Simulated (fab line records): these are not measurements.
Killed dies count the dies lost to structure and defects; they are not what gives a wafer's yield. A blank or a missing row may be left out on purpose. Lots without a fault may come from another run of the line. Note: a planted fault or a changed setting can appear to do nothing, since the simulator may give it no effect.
Problem report in the 8D (eight disciplines) form, filled by code || flow n5Finfet || the parts of the form that need people (team, actions taken, sign-off) are left out

== 1. THE ISSUE ==
COMB_M6 at N5_BEOL_M15_RC_MEAS_101 reads a mean of 5.5e-11 S/m on 2 wafers of 2 lots; wafers without a fault read 2.5e-11 S/m with a standard deviation of 5.8e-12. That puts it +5.2 standard deviations away from the usual mean.
The first sign was on wafer L979.5 at day 14 07:58, on prober-02. Wafers with a number at this step in the record: 21, from 7 lots. By rule, "out" or "out of limits" means more than 4 standard deviations away from the usual mean. All remaining wafers that have a number are taken as sound.

== 2. WHAT IT IS AND WHAT IT IS NOT ==
{"question": "which readings at this step", "is": "COMB_M6", "is not": "COMB_M10, COMB_M11, COMB_M12, COMB_M14, COMB_M5, COMB_M5_max_site, COMB_M8, COMB_M8_max_site, COMB_M9, SERP_M10, SERP_M11, SERP_M12, SERP_M13, SERP_M14, SERP_M5, SERP_M7, SERP_M7_max_site, SERP_M8, SERP_M9"}
{"question": "which lots", "is": "L979, L981", "is not": "L986, L990, L991, L992, L993"}
{"question": "which wafers of those lots", "is": "L979.5, L981.5", "is not": "L979.1, L979.6, L981.1, L981.4"}
{"question": "read on which gauges", "is": "prober-02", "is not": "prober-01"}
{"question": "when", "is": "from day 14 07:58", "is not": "up to then (2 sound wafers); but 17 sound wafers of L981, L986, L990, L991, L992, L993 came after"}

== 3. THE SUSPECTS, EACH WITH WHAT RULES IT OUT ==
Counting: any tool at a process step up to the reading remains a suspect provided it ran every lot that is out. Sound lots after the first of them don't rule it out here, since some wafers of a struck lot are sound.
- the gauge at N5_BEOL_M15_RC_MEAS_101: kept. All the wafers that are out were read on prober-02, and no step on other tools shows them out.
- rieDiel-01 at N5_BEOL_M6_DESCUM_33 (chemistry O2, time 7 s): kept. It ran every lot that is out, first L979 (day 10 21:13).
- aldMetal-02 at N5_BEOL_M6_ALD_77 (deposits TaN, target thk 2 nm, pulse time 2 s, purge time 3 s): kept. It ran every lot that is out, first L979 (day 10 22:24).
The count leaves rieDiel-01 at N5_BEOL_M6_DESCUM_33, aldMetal-02 at N5_BEOL_M6_ALD_77, and prober-02 at N5_BEOL_M15_RC_MEAS_101.

== 4. THE CAUSE (what the simulator had put in) ==
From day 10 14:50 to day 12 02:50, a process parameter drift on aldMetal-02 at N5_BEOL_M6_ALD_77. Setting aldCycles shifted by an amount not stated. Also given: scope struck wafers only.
Counting leaves 3 suspects; this tool is one of them.

== 5. THE EFFECT CHAIN, in route order ==
Each row: a reading whose mean over the struck wafers that have a number lies more than 3 standard deviations from the usual. Scope: only readings with a usual standard deviation given in the record; hours: median across lots of the time from each lot's start at the first step in this table that gives one to its start at this step; sigmas: change in usual standard deviations.
{"hours": 0, "step": "N5_BEOL_M15_RC_MEAS_101", "reading": "COMB_M6", "usual": "2.5e-11 S/m", "on struck wafers": 5.5e-11, "change": "+3.0e-11", "sigmas": "+5.2"}
{"hours": 0, "step": "N5_BEOL_M15_RC_MEAS_101", "reading": "COMB_M6_max_site", "usual": "3.6e-11 S/m", "on struck wafers": 7.9e-11, "change": "+4.3e-11", "sigmas": "+4.8"}
{"hours": 13, "step": "N5_PASSIVATION_PROBE_49", "reading": "sort_bin_4_leakage", "usual": "0.00 %", "on struck wafers": 0.25, "change": "+0.25", "sigmas": "+18"}
The process steps in it:
- N5_PASSIVATION_PROBE_49

== 6. HOW IT WOULD HAVE BEEN CAUGHT EARLIER ==
In this record the first reading out of limits at a measuring or inspecting step was taken at day 14 07:58, 89 hours after the fault began at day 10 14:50.
No tool reading at N5_BEOL_M6_ALD_77 that has a usual standard deviation in the record was out on any struck wafer, so an alarm limit of 4 standard deviations on those readings would not have fired.
Lots out: 2; all had begun N5_BEOL_M6_ALD_77 on aldMetal-02 by day 14 07:58. Had the tool been put on hold then, not one of them would have been saved.
